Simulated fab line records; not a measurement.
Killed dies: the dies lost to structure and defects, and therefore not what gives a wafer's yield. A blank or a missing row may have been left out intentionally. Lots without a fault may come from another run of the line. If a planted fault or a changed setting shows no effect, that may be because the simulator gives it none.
One fault seen from 2 desks    flow nand_harc    numbers are kept per desk, each desk with only its own; the story behind them comes last

## THE TOOL OWNER'S DESK: rie_diel-13
The tool's own readings at NHARC_P_STI_ETCH_42 (etches the open film in N2/H2, target depth 80 nm, overetch 24 nm, time 61 s): means of the sampled wafers that have a number, for each lot that ran on this tool. Marked OUT: a lot whose mean sits more than 4 standard deviations from the usual mean, which makes it out of limits; the brackets give that distance.
Columns: A = bias_w at NHARC_P_STI_ETCH_42, usual 150.0 W; B = chamber_pressure_mTorr at NHARC_P_STI_ETCH_42, usual 30.000 mTorr; C = drypump_motor_current_A at NHARC_P_STI_ETCH_42, usual 5.75 A; D = oes_product_au at NHARC_P_STI_ETCH_42, usual 1.005 a.u.; E = rf_vpp_V at NHARC_P_STI_ETCH_42, usual 431.5 V; F = showerhead_plenum_p_Torr at NHARC_P_STI_ETCH_42, usual 2.08 Torr; G = throttle_valve_pct at NHARC_P_STI_ETCH_42, usual 14.170 %
lot   first seen here  A      B       C     D      E      F     G
L692  day 2 23:32      150.2  29.994  5.80  1.014  433.3  2.13  14.162
L693  day 3 06:31      150.0  30.007  5.61  1.017  432.1  2.11  14.173
L695  day 3 18:28      150.1  30.011  5.78  1.007  432.7  2.13  14.168
L699  day 4 14:37      150.2  30.012  5.82  1.004  432.5  2.09  14.167
L712  day 7 23:50      150.3  29.993  5.64  1.012  431.3  2.07  14.171
Result from this desk: across the 5 lots, nothing is out of limits.

## FROM THE METROLOGY DESK
Means of the sampled wafers that have a number, per lot and without regard to the tool the lot ran on: this is what the gauges read. Marked OUT: a lot whose mean sits more than 4 standard deviations from the usual mean, which makes it out of limits; the brackets give that distance.
Columns: A = cd_nm at NHARC_P_GATE_CD_MEAS_26, usual 120.1 nm; B = overlay_x_nm at NHARC_P_GATE_OVL_MEAS_27, usual 0.0 nm; C = overlay_y_nm at NHARC_P_GATE_OVL_MEAS_27, usual -0.1 nm
lot   first seen here  A      B     C
L691  day 4 21:16      121.0  0.4   -0.4
L692  day 5 05:25      119.5  0.7   -0.3
L693  day 5 12:02      119.6  1.5   -0.7
L694  day 5 19:01      120.2  0.3   1.0
L695  day 5 19:16      119.4  0.7   0.7
L697  day 6 04:55      120.1  -0.4  0.3
L696  day 6 05:43      120.1  0.0   -1.2
L699  day 6 18:51      120.4  0.4   -0.4
L698  day 6 19:01      120.0  -1.6  -0.3
L702  day 7 22:35      120.3  -1.4  1.3
L712  day 9 23:47      119.4  1.1   0.3
L713  day 10 10:55     120.4  0.0   -0.5
Result from this desk: across the 12 lots, nothing is out of limits.

## ALL TOGETHER
The tool owner's desk saw nothing out of limits.
The metrology desk saw nothing out of limits.

## WHAT HAD BEEN PUT IN BY THE SIMULATOR
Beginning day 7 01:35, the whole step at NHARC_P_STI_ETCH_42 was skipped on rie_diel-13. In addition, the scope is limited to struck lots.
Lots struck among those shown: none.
